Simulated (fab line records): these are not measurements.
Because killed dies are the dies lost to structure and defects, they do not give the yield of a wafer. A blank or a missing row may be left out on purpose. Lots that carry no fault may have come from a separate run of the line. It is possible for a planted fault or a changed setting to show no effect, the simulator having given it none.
Chamber matching :: flow nand harc :: NHARC_P_M2_DEP_33 on pecvd-01: 3 sister chambers
The step deposits SiCN, target thk 30 nm. 6 wafers are shown with their chamber, then 12 later ones without.

## EACH WAFER AND ITS CHAMBER
wafer: L087.6
chamber: 2
heater power w (W): 596

wafer: L088.4
chamber: 1
heater power w (W): 633

wafer: L088.5
chamber: 2
heater power w (W): 670

wafer: L089.3
chamber: 0
heater power w (W): 563

wafer: L089.4
chamber: 0
heater power w (W): 562

wafer: L089.6
chamber: 1
heater power w (W): 532

## WAFERS WITHOUT THEIR CHAMBER
wafer: L090.2
heater power w (W): 637

wafer: L090.3
heater power w (W): 556

wafer: L090.6
heater power w (W): 616

wafer: L092.2
heater power w (W): 640

wafer: L092.3
heater power w (W): 633

wafer: L092.4
heater power w (W): 627

wafer: L091.1
heater power w (W): 653

wafer: L091.4
heater power w (W): 599

wafer: L091.5
heater power w (W): 578

wafer: L094.1
heater power w (W): 658

wafer: L094.5
heater power w (W): 606

wafer: L094.6
heater power w (W): 672

## WHICH CHAMBER EACH ONE RAN IN
wafer: L090.2
from the rows above: can't be placed: 2 or 1 or 0
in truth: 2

wafer: L090.3
from the rows above: can't be placed: 0 or 1 or 2
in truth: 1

wafer: L090.6
from the rows above: can't be placed: 2 or 1 or 0
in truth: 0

wafer: L092.2
from the rows above: can't be placed: 2 or 1 or 0
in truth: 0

wafer: L092.3
from the rows above: can't be placed: 2 or 1 or 0
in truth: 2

wafer: L092.4
from the rows above: can't be placed: 2 or 1 or 0
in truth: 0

wafer: L091.1
from the rows above: can't be placed: 2 or 1 or 0
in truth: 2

wafer: L091.4
from the rows above: can't be placed: 1 or 2 or 0
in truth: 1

wafer: L091.5
from the rows above: can't be placed: 1 or 0 or 2
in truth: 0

wafer: L094.1
from the rows above: can't be placed: 2 or 1 or 0
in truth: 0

wafer: L094.5
from the rows above: can't be placed: 1 or 2 or 0
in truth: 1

wafer: L094.6
from the rows above: can't be placed: 2 or 1 or 0
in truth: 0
Correct placement for 0 of the 12. These rows do not allow placing 12 (true chamber among the candidates in 12). 0 placed wrongly.
How it was worked out, from the rows above alone: a wafer's distance from a chamber is the root of the sum, over the readings, of the square of ((its reading less the chamber's mean) divided by the reading's scatter). If the next closest chamber is less than 2 further off than the closest, the wafer can't be placed; otherwise it belongs to the closest. A chamber's mean is the mean of its shown wafers. The scatter: take each reading less its chamber's mean, square it, sum over the shown wafers, divide by the number of wafers less the number of chambers, and take the root.
